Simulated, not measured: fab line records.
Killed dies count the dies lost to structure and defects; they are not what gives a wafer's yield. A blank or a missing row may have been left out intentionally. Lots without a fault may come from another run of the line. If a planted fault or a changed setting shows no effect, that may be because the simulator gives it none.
Chamber matching + flow n5 finfet + N5_BEOL_M0_SAQP_ETCH_102 on rie si-02 has 4 sister chambers
The step etches SiO2 in CF4, target depth 4 nm, time 4.4 s. 4 wafers are shown with their chamber, then 9 later ones without.

WAFERS, EACH WITH ITS CHAMBER
| wafer  | chamber | throttle valve pct (%) |
|--------|---------|------------------------|
| L080.5 | 3       | 21.72                  |
| L084.6 | 1       | 21.56                  |
| L085.2 | 0       | 21.82                  |
| L085.6 | 2       | 21.56                  |

WAFERS WHOSE CHAMBER IS MISSING
| wafer  | throttle valve pct (%) |
|--------|------------------------|
| L086.3 | 21.82                  |
| L086.5 | 21.57                  |
| L086.6 | 21.54                  |
| L093.1 | 21.56                  |
| L093.4 | 21.53                  |
| L093.5 | 21.54                  |
| L096.3 | 21.54                  |
| L096.4 | 21.80                  |
| L096.6 | 21.54                  |

WHICH CHAMBER EACH WENT THROUGH
| wafer  | from the rows above     | in truth |
|--------|-------------------------|----------|
| L086.3 | 0                       | 0        |
| L086.5 | can't be placed: 1 or 2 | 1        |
| L086.6 | can't be placed: 1 or 2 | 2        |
| L093.1 | can't be placed: 1 or 2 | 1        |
| L093.4 | can't be placed: 1 or 2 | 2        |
| L093.5 | can't be placed: 1 or 2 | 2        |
| L096.3 | can't be placed: 1 or 2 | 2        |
| L096.4 | 0                       | 0        |
| L096.6 | can't be placed: 1 or 2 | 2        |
Correct placement for 2 of the 9. Cannot be placed on the basis of these rows: 7; the candidates contain the true chamber in 7. Placed wrongly: 0.
How it was worked out, from the rows above alone: a wafer's distance from a chamber is the root of the sum, over the readings, of the square of ((its reading less the chamber's mean) divided by the reading's scatter). If the next closest chamber is less than 2 further off than the closest, the wafer can't be placed; otherwise it belongs to the closest. Each chamber's mean is taken over the wafers shown for it. The scatter: root of mean squared gap, hidden wafer to nearest shown wafer, with one shown wafer a chamber.
